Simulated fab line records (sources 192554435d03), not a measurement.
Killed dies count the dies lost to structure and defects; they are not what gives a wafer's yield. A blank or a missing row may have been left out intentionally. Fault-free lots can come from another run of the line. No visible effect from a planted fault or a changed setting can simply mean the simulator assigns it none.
Which tool was responsible? / flow n5 finfet / 24 lots with 72 wafers sampled at 6 steps, on a route of 1938 steps

## WHAT THE GAUGES READ, wafer by wafer
N5_BEOL_M2_INSPECT_59: inspects for defects (darkfield).
lot=L074; measured=day 7 14:20; on=defect inspect-01; raw defect count=130 149 80
lot=L076; measured=day 7 18:04; on=defect inspect-01; raw defect count=45 35 46
lot=L075; measured=day 7 21:26; on=defect inspect-01; raw defect count=80 59 76
lot=L077; measured=day 7 23:19; on=defect inspect-02; raw defect count=43 87 49
lot=L079; measured=day 8 03:20; on=defect inspect-02; raw defect count=112 67 57
lot=L078; measured=day 8 04:41; on=defect inspect-02; raw defect count=79 148 108
lot=L080; measured=day 8 12:23; on=defect inspect-02; raw defect count=62 70 77
lot=L081; measured=day 9 00:28; on=defect inspect-01; raw defect count=65 38 45
lot=L082; measured=day 9 02:32; on=defect inspect-01; raw defect count=70 57 73
lot=L083; measured=day 9 04:24; on=defect inspect-01; raw defect count=51 31 31
lot=L084; measured=day 9 06:30; on=defect inspect-01; raw defect count=65 85 54
lot=L086; measured=day 10 07:47; on=defect inspect-01; raw defect count=58 41 98
lot=L088; measured=day 10 10:23; on=defect inspect-02; raw defect count=91 94 65
lot=L087; measured=day 10 13:32; on=defect inspect-02; raw defect count=107 123 68
lot=L085; measured=day 10 15:50; on=defect inspect-01; raw defect count=78 41 69
lot=L090; measured=day 10 16:20; on=defect inspect-02; raw defect count=57 110 104
lot=L089; measured=day 10 20:20; on=defect inspect-02; raw defect count=68 68 39
lot=L091; measured=day 11 05:34; on=defect inspect-02; raw defect count=44 30 62
lot=L092; measured=day 11 11:12; on=defect inspect-02; raw defect count=57 87 103
lot=L093; measured=day 11 19:28; on=defect inspect-01; raw defect count=61 69 31
lot=L095; measured=day 12 00:41; on=defect inspect-02; raw defect count=57 116 72
lot=L094; measured=day 12 01:41; on=defect inspect-02; raw defect count=68 62 112
lot=L096; measured=day 12 20:35; on=defect inspect-01; raw defect count=82 87 94
lot=L097; measured=day 13 14:52; on=defect inspect-01; raw defect count=53 55 69

## TOOL THAT RAN EACH LOT (tool first, then ch and the chambers of the sampled wafers, then the start)
lot=L074; N5_BEOL_M2_DEGAS_44=pvd sputter-03, day 7 10:44; N5_BEOL_M2_PRE_CLEAN_45=pvd sputter-03, day 7 10:46; N5_BEOL_M2_ANNEAL_82=pvd sputter-02, day 7 12:01; N5_BEOL_M2_ANNEAL_89=pvd sputter-02, day 7 12:27; N5_BEOL_M2_ANNEAL_51=rtp anneal-02 ch 0, day 7 13:29
lot=L076; N5_BEOL_M2_DEGAS_44=pvd sputter-01, day 7 11:53; N5_BEOL_M2_PRE_CLEAN_45=pvd sputter-01, day 7 11:55; N5_BEOL_M2_ANNEAL_82=pvd sputter-02, day 7 15:44; N5_BEOL_M2_ANNEAL_89=pvd sputter-02, day 7 16:10; N5_BEOL_M2_ANNEAL_51=rtp anneal-01 ch 0, day 7 17:16
lot=L075; N5_BEOL_M2_DEGAS_44=pvd sputter-03, day 7 17:26; N5_BEOL_M2_PRE_CLEAN_45=pvd sputter-03, day 7 17:28; N5_BEOL_M2_ANNEAL_82=pvd sputter-03, day 7 19:07; N5_BEOL_M2_ANNEAL_89=pvd sputter-03, day 7 19:33; N5_BEOL_M2_ANNEAL_51=rtp anneal-02 ch 0, day 7 20:33
lot=L077; N5_BEOL_M2_DEGAS_44=pvd sputter-03, day 7 17:35; N5_BEOL_M2_PRE_CLEAN_45=pvd sputter-03, day 7 17:38; N5_BEOL_M2_ANNEAL_82=pvd sputter-03, day 7 20:59; N5_BEOL_M2_ANNEAL_89=pvd sputter-03, day 7 21:26; N5_BEOL_M2_ANNEAL_51=rtp anneal-02 ch 0, day 7 22:26
lot=L079; N5_BEOL_M2_DEGAS_44=pvd sputter-03, day 7 23:20; N5_BEOL_M2_PRE_CLEAN_45=pvd sputter-03, day 7 23:22; N5_BEOL_M2_ANNEAL_82=pvd sputter-02, day 8 01:01; N5_BEOL_M2_ANNEAL_89=pvd sputter-02, day 8 01:28; N5_BEOL_M2_ANNEAL_51=rtp anneal-01 ch 0, day 8 02:28
lot=L078; N5_BEOL_M2_DEGAS_44=pvd sputter-03, day 7 23:25; N5_BEOL_M2_PRE_CLEAN_45=pvd sputter-03, day 7 23:27; N5_BEOL_M2_ANNEAL_82=pvd sputter-01, day 8 02:22; N5_BEOL_M2_ANNEAL_89=pvd sputter-01, day 8 02:49; N5_BEOL_M2_ANNEAL_51=rtp anneal-01 ch 0, day 8 03:49
lot=L080; N5_BEOL_M2_DEGAS_44=pvd sputter-01, day 8 08:32; N5_BEOL_M2_PRE_CLEAN_45=pvd sputter-01, day 8 08:35; N5_BEOL_M2_ANNEAL_82=pvd sputter-03, day 8 09:57; N5_BEOL_M2_ANNEAL_89=pvd sputter-03, day 8 10:23; N5_BEOL_M2_ANNEAL_51=rtp anneal-02 ch 0, day 8 11:29
lot=L081; N5_BEOL_M2_DEGAS_44=pvd sputter-03, day 8 18:03; N5_BEOL_M2_PRE_CLEAN_45=pvd sputter-03, day 8 18:05; N5_BEOL_M2_ANNEAL_82=pvd sputter-01, day 8 21:03; N5_BEOL_M2_ANNEAL_89=pvd sputter-01, day 8 21:29; N5_BEOL_M2_ANNEAL_51=rtp anneal-02 ch 0, day 8 22:36
lot=L082; N5_BEOL_M2_DEGAS_44=pvd sputter-03, day 8 22:43; N5_BEOL_M2_PRE_CLEAN_45=pvd sputter-03, day 8 22:45; N5_BEOL_M2_ANNEAL_82=pvd sputter-02, day 9 00:08; N5_BEOL_M2_ANNEAL_89=pvd sputter-02, day 9 00:34; N5_BEOL_M2_ANNEAL_51=rtp anneal-02 ch 0, day 9 01:37
lot=L083; N5_BEOL_M2_DEGAS_44=pvd sputter-03, day 8 23:09; N5_BEOL_M2_PRE_CLEAN_45=pvd sputter-03, day 8 23:11; N5_BEOL_M2_ANNEAL_82=pvd sputter-02, day 9 01:58; N5_BEOL_M2_ANNEAL_89=pvd sputter-02, day 9 02:25; N5_BEOL_M2_ANNEAL_51=rtp anneal-02 ch 0, day 9 03:34
lot=L084; N5_BEOL_M2_DEGAS_44=pvd sputter-03, day 9 02:58; N5_BEOL_M2_PRE_CLEAN_45=pvd sputter-03, day 9 03:01; N5_BEOL_M2_ANNEAL_82=pvd sputter-03, day 9 04:08; N5_BEOL_M2_ANNEAL_89=pvd sputter-03, day 9 04:34; N5_BEOL_M2_ANNEAL_51=rtp anneal-02 ch 0, day 9 05:34
lot=L086; N5_BEOL_M2_DEGAS_44=pvd sputter-03, day 10 04:12; N5_BEOL_M2_PRE_CLEAN_45=pvd sputter-03, day 10 04:14; N5_BEOL_M2_ANNEAL_82=pvd sputter-03, day 10 05:23; N5_BEOL_M2_ANNEAL_89=pvd sputter-03, day 10 05:50; N5_BEOL_M2_ANNEAL_51=rtp anneal-01 ch 0, day 10 06:55
lot=L088; N5_BEOL_M2_DEGAS_44=pvd sputter-03, day 10 06:52; N5_BEOL_M2_PRE_CLEAN_45=pvd sputter-03, day 10 06:55; N5_BEOL_M2_ANNEAL_82=pvd sputter-01, day 10 08:04; N5_BEOL_M2_ANNEAL_89=pvd sputter-01, day 10 08:30; N5_BEOL_M2_ANNEAL_51=rtp anneal-02 ch 0, day 10 09:32
lot=L087; N5_BEOL_M2_DEGAS_44=pvd sputter-02, day 10 09:59; N5_BEOL_M2_PRE_CLEAN_45=pvd sputter-02, day 10 10:02; N5_BEOL_M2_ANNEAL_82=pvd sputter-01, day 10 11:13; N5_BEOL_M2_ANNEAL_89=pvd sputter-01, day 10 11:40; N5_BEOL_M2_ANNEAL_51=rtp anneal-01 ch 0, day 10 12:42
lot=L085; N5_BEOL_M2_DEGAS_44=pvd sputter-02, day 10 10:29; N5_BEOL_M2_PRE_CLEAN_45=pvd sputter-02, day 10 10:32; N5_BEOL_M2_ANNEAL_82=pvd sputter-01, day 10 13:29; N5_BEOL_M2_ANNEAL_89=pvd sputter-01, day 10 13:55; N5_BEOL_M2_ANNEAL_51=rtp anneal-01 ch 0, day 10 15:01
lot=L090; N5_BEOL_M2_DEGAS_44=pvd sputter-01, day 10 12:53; N5_BEOL_M2_PRE_CLEAN_45=pvd sputter-01, day 10 12:55; N5_BEOL_M2_ANNEAL_82=pvd sputter-03, day 10 14:00; N5_BEOL_M2_ANNEAL_89=pvd sputter-03, day 10 14:26; N5_BEOL_M2_ANNEAL_51=rtp anneal-01 ch 0, day 10 15:26
lot=L089; N5_BEOL_M2_DEGAS_44=pvd sputter-02, day 10 16:20; N5_BEOL_M2_PRE_CLEAN_45=pvd sputter-02, day 10 16:23; N5_BEOL_M2_ANNEAL_82=pvd sputter-03, day 10 17:34; N5_BEOL_M2_ANNEAL_89=pvd sputter-03, day 10 18:00; N5_BEOL_M2_ANNEAL_51=rtp anneal-01 ch 0, day 10 19:01
lot=L091; N5_BEOL_M2_DEGAS_44=pvd sputter-02, day 11 01:57; N5_BEOL_M2_PRE_CLEAN_45=pvd sputter-02, day 11 01:59; N5_BEOL_M2_ANNEAL_82=pvd sputter-01, day 11 03:14; N5_BEOL_M2_ANNEAL_89=pvd sputter-01, day 11 03:40; N5_BEOL_M2_ANNEAL_51=rtp anneal-01 ch 0, day 11 04:44
lot=L092; N5_BEOL_M2_DEGAS_44=pvd sputter-01, day 11 07:32; N5_BEOL_M2_PRE_CLEAN_45=pvd sputter-01, day 11 07:34; N5_BEOL_M2_ANNEAL_82=pvd sputter-01, day 11 08:51; N5_BEOL_M2_ANNEAL_89=pvd sputter-01, day 11 09:17; N5_BEOL_M2_ANNEAL_51=rtp anneal-02 ch 0, day 11 10:20
lot=L093; N5_BEOL_M2_DEGAS_44=pvd sputter-03, day 11 15:58; N5_BEOL_M2_PRE_CLEAN_45=pvd sputter-03, day 11 16:01; N5_BEOL_M2_ANNEAL_82=pvd sputter-02, day 11 17:05; N5_BEOL_M2_ANNEAL_89=pvd sputter-02, day 11 17:32; N5_BEOL_M2_ANNEAL_51=rtp anneal-02 ch 0, day 11 18:38
lot=L095; N5_BEOL_M2_DEGAS_44=pvd sputter-01, day 11 19:19; N5_BEOL_M2_PRE_CLEAN_45=pvd sputter-01, day 11 19:21; N5_BEOL_M2_ANNEAL_82=pvd sputter-01, day 11 22:10; N5_BEOL_M2_ANNEAL_89=pvd sputter-01, day 11 22:37; N5_BEOL_M2_ANNEAL_51=rtp anneal-02 ch 0, day 11 23:49
lot=L094; N5_BEOL_M2_DEGAS_44=pvd sputter-03, day 11 22:10; N5_BEOL_M2_PRE_CLEAN_45=pvd sputter-03, day 11 22:12; N5_BEOL_M2_ANNEAL_82=pvd sputter-02, day 11 23:22; N5_BEOL_M2_ANNEAL_89=pvd sputter-02, day 11 23:48; N5_BEOL_M2_ANNEAL_51=rtp anneal-01 ch 0, day 12 00:53
lot=L096; N5_BEOL_M2_DEGAS_44=pvd sputter-01, day 12 14:17; N5_BEOL_M2_PRE_CLEAN_45=pvd sputter-01, day 12 14:20; N5_BEOL_M2_ANNEAL_82=pvd sputter-03, day 12 15:40; N5_BEOL_M2_ANNEAL_89=pvd sputter-03, day 12 16:06; N5_BEOL_M2_ANNEAL_51=rtp anneal-01 ch 0, day 12 19:45
lot=L097; N5_BEOL_M2_DEGAS_44=pvd sputter-01, day 13 08:23; N5_BEOL_M2_PRE_CLEAN_45=pvd sputter-01, day 13 08:26; N5_BEOL_M2_ANNEAL_82=pvd sputter-02, day 13 09:40; N5_BEOL_M2_ANNEAL_89=pvd sputter-02, day 13 10:07; N5_BEOL_M2_ANNEAL_51=rtp anneal-01 ch 0, day 13 13:59
- N5_BEOL_M2_DEGAS_44: time 60 s.
- N5_BEOL_M2_PRE_CLEAN_45: time 30 s.
- N5_BEOL_M2_ANNEAL_82: time 240 s.
- N5_BEOL_M2_ANNEAL_89: time 240 s.
- N5_BEOL_M2_ANNEAL_51: time 90 s.

## WHAT THE TOOLS THEMSELVES READ (means of the sampled wafers that have a number; where no wafer has one, the mark that the record gives instead)
N5_BEOL_M2_DEGAS_44.
lot=L074; tool=pvd sputter-03; heater power w (W)=357
lot=L076; tool=pvd sputter-01; heater power w (W)=340
lot=L075; tool=pvd sputter-03; heater power w (W)=308
lot=L077; tool=pvd sputter-03; heater power w (W)=331
lot=L079; tool=pvd sputter-03; heater power w (W)=316
lot=L078; tool=pvd sputter-03; heater power w (W)=310
lot=L080; tool=pvd sputter-01; heater power w (W)=318
lot=L081; tool=pvd sputter-03; heater power w (W)=305
lot=L082; tool=pvd sputter-03; heater power w (W)=302
lot=L083; tool=pvd sputter-03; heater power w (W)=341
lot=L084; tool=pvd sputter-03; heater power w (W)=315
lot=L086; tool=pvd sputter-03; heater power w (W)=303
lot=L088; tool=pvd sputter-03; heater power w (W)=337
lot=L087; tool=pvd sputter-02; heater power w (W)=368
lot=L085; tool=pvd sputter-02; heater power w (W)=332
lot=L090; tool=pvd sputter-01; heater power w (W)=319
lot=L089; tool=pvd sputter-02; heater power w (W)=346
lot=L091; tool=pvd sputter-02; heater power w (W)=345
lot=L092; tool=pvd sputter-01; heater power w (W)=331
lot=L093; tool=pvd sputter-03; heater power w (W)=327
lot=L095; tool=pvd sputter-01; heater power w (W)=340
lot=L094; tool=pvd sputter-03; heater power w (W)=333
lot=L096; tool=pvd sputter-01; heater power w (W)=336
lot=L097; tool=pvd sputter-01; heater power w (W)=326

N5_BEOL_M2_PRE_CLEAN_45.
lot=L074; tool=pvd sputter-03; heater power w (W)=360
lot=L076; tool=pvd sputter-01; heater power w (W)=332
lot=L075; tool=pvd sputter-03; heater power w (W)=304
lot=L077; tool=pvd sputter-03; heater power w (W)=329
lot=L079; tool=pvd sputter-03; heater power w (W)=317
lot=L078; tool=pvd sputter-03; heater power w (W)=310
lot=L080; tool=pvd sputter-01; heater power w (W)=320
lot=L081; tool=pvd sputter-03; heater power w (W)=303
lot=L082; tool=pvd sputter-03; heater power w (W)=303
lot=L083; tool=pvd sputter-03; heater power w (W)=341
lot=L084; tool=pvd sputter-03; heater power w (W)=312
lot=L086; tool=pvd sputter-03; heater power w (W)=307
lot=L088; tool=pvd sputter-03; heater power w (W)=335
lot=L087; tool=pvd sputter-02; heater power w (W)=363
lot=L085; tool=pvd sputter-02; heater power w (W)=330
lot=L090; tool=pvd sputter-01; heater power w (W)=314
lot=L089; tool=pvd sputter-02; heater power w (W)=341
lot=L091; tool=pvd sputter-02; heater power w (W)=345
lot=L092; tool=pvd sputter-01; heater power w (W)=335
lot=L093; tool=pvd sputter-03; heater power w (W)=332
lot=L095; tool=pvd sputter-01; heater power w (W)=332
lot=L094; tool=pvd sputter-03; heater power w (W)=330
lot=L096; tool=pvd sputter-01; heater power w (W)=335
lot=L097; tool=pvd sputter-01; heater power w (W)=321

N5_BEOL_M2_ANNEAL_82.
lot=L074; tool=pvd sputter-02; heater power w (W)=877
lot=L076; tool=pvd sputter-02; heater power w (W)=821
lot=L075; tool=pvd sputter-03; heater power w (W)=837
lot=L077; tool=pvd sputter-03; heater power w (W)=771
lot=L079; tool=pvd sputter-02; heater power w (W)=828
lot=L078; tool=pvd sputter-01; heater power w (W)=813
lot=L080; tool=pvd sputter-03; heater power w (W)=882
lot=L081; tool=pvd sputter-01; heater power w (W)=793
lot=L082; tool=pvd sputter-02; heater power w (W)=841
lot=L083; tool=pvd sputter-02; heater power w (W)=852
lot=L084; tool=pvd sputter-03; heater power w (W)=784
lot=L086; tool=pvd sputter-03; heater power w (W)=854
lot=L088; tool=pvd sputter-01; heater power w (W)=787
lot=L087; tool=pvd sputter-01; heater power w (W)=797
lot=L085; tool=pvd sputter-01; heater power w (W)=794
lot=L090; tool=pvd sputter-03; heater power w (W)=837
lot=L089; tool=pvd sputter-03; heater power w (W)=839
lot=L091; tool=pvd sputter-01; heater power w (W)=845
lot=L092; tool=pvd sputter-01; heater power w (W)=793
lot=L093; tool=pvd sputter-02; heater power w (W)=873
lot=L095; tool=pvd sputter-01; heater power w (W)=809
lot=L094; tool=pvd sputter-02; heater power w (W)=859
lot=L096; tool=pvd sputter-03; heater power w (W)=825
lot=L097; tool=pvd sputter-02; heater power w (W)=843

N5_BEOL_M2_ANNEAL_89.
lot=L074; tool=pvd sputter-02; heater power w (W)=861
lot=L076; tool=pvd sputter-02; heater power w (W)=825
lot=L075; tool=pvd sputter-03; heater power w (W)=850
lot=L077; tool=pvd sputter-03; heater power w (W)=767
lot=L079; tool=pvd sputter-02; heater power w (W)=825
lot=L078; tool=pvd sputter-01; heater power w (W)=832
lot=L080; tool=pvd sputter-03; heater power w (W)=869
lot=L081; tool=pvd sputter-01; heater power w (W)=790
lot=L082; tool=pvd sputter-02; heater power w (W)=832
lot=L083; tool=pvd sputter-02; heater power w (W)=864
lot=L084; tool=pvd sputter-03; heater power w (W)=782
lot=L086; tool=pvd sputter-03; heater power w (W)=843
lot=L088; tool=pvd sputter-01; heater power w (W)=796
lot=L087; tool=pvd sputter-01; heater power w (W)=804
lot=L085; tool=pvd sputter-01; heater power w (W)=789
lot=L090; tool=pvd sputter-03; heater power w (W)=810
lot=L089; tool=pvd sputter-03; heater power w (W)=839
lot=L091; tool=pvd sputter-01; heater power w (W)=828
lot=L092; tool=pvd sputter-01; heater power w (W)=777
lot=L093; tool=pvd sputter-02; heater power w (W)=877
lot=L095; tool=pvd sputter-01; heater power w (W)=797
lot=L094; tool=pvd sputter-02; heater power w (W)=850
lot=L096; tool=pvd sputter-03; heater power w (W)=828
lot=L097; tool=pvd sputter-02; heater power w (W)=838

N5_BEOL_M2_ANNEAL_51.
lot=L074; tool=rtp anneal-02; wafer_temp_C_max=226.6
lot=L076; tool=rtp anneal-01; wafer_temp_C_max=226.0
lot=L075; tool=rtp anneal-02; wafer_temp_C_max=227.3
lot=L077; tool=rtp anneal-02; wafer_temp_C_max=226.9
lot=L079; tool=rtp anneal-01; wafer_temp_C_max=225.8
lot=L078; tool=rtp anneal-01; wafer_temp_C_max=226.1
lot=L080; tool=rtp anneal-02; wafer_temp_C_max=227.1
lot=L081; tool=rtp anneal-02; wafer_temp_C_max=226.8
lot=L082; tool=rtp anneal-02; wafer_temp_C_max=227.2
lot=L083; tool=rtp anneal-02; wafer_temp_C_max=227.1
lot=L084; tool=rtp anneal-02; wafer_temp_C_max=227.2
lot=L086; tool=rtp anneal-01; wafer_temp_C_max=225.8
lot=L088; tool=rtp anneal-02; wafer_temp_C_max=227.4
lot=L087; tool=rtp anneal-01; wafer_temp_C_max=226.1
lot=L085; tool=rtp anneal-01; wafer_temp_C_max=226.1
lot=L090; tool=rtp anneal-01; wafer_temp_C_max=226.1
lot=L089; tool=rtp anneal-01; wafer_temp_C_max=225.9
lot=L091; tool=rtp anneal-01; wafer_temp_C_max=226.0
lot=L092; tool=rtp anneal-02; wafer_temp_C_max=227.1
lot=L093; tool=rtp anneal-02; wafer_temp_C_max=226.4
lot=L095; tool=rtp anneal-02; wafer_temp_C_max=227.0
lot=L094; tool=rtp anneal-01; wafer_temp_C_max=226.2
lot=L096; tool=rtp anneal-01; wafer_temp_C_max=225.9
lot=L097; tool=rtp anneal-01; wafer_temp_C_max=226.0

## THE ANSWER, worked out from the rows above alone
Rule: usual is defined by the lots themselves. The widest of any qualifying gaps counts: lots, ordered by their means at a reading, are off when they make up no more than a third of the lots, leave a main group of 4 or more, and stand apart from it by 3 or more times the standard deviation of that group's means. A main group whose means are all the same, to the digits that the tables above print for the reading, isn't used. A lot without any number at a reading at which 4 lots or more have one is off too. The other lots that the step has rows for count as sound. Order of review: gauges by route order, followed by the tools' own readings, for which a lot's mean as printed above is used. At the first step where some lot is off, the reading lying furthest off is the one used; lots without a number count as furthest.
None of the lots is off at any reading shown; this tells nothing.

## WHAT HAD BEEN PUT IN BY THE SIMULATOR
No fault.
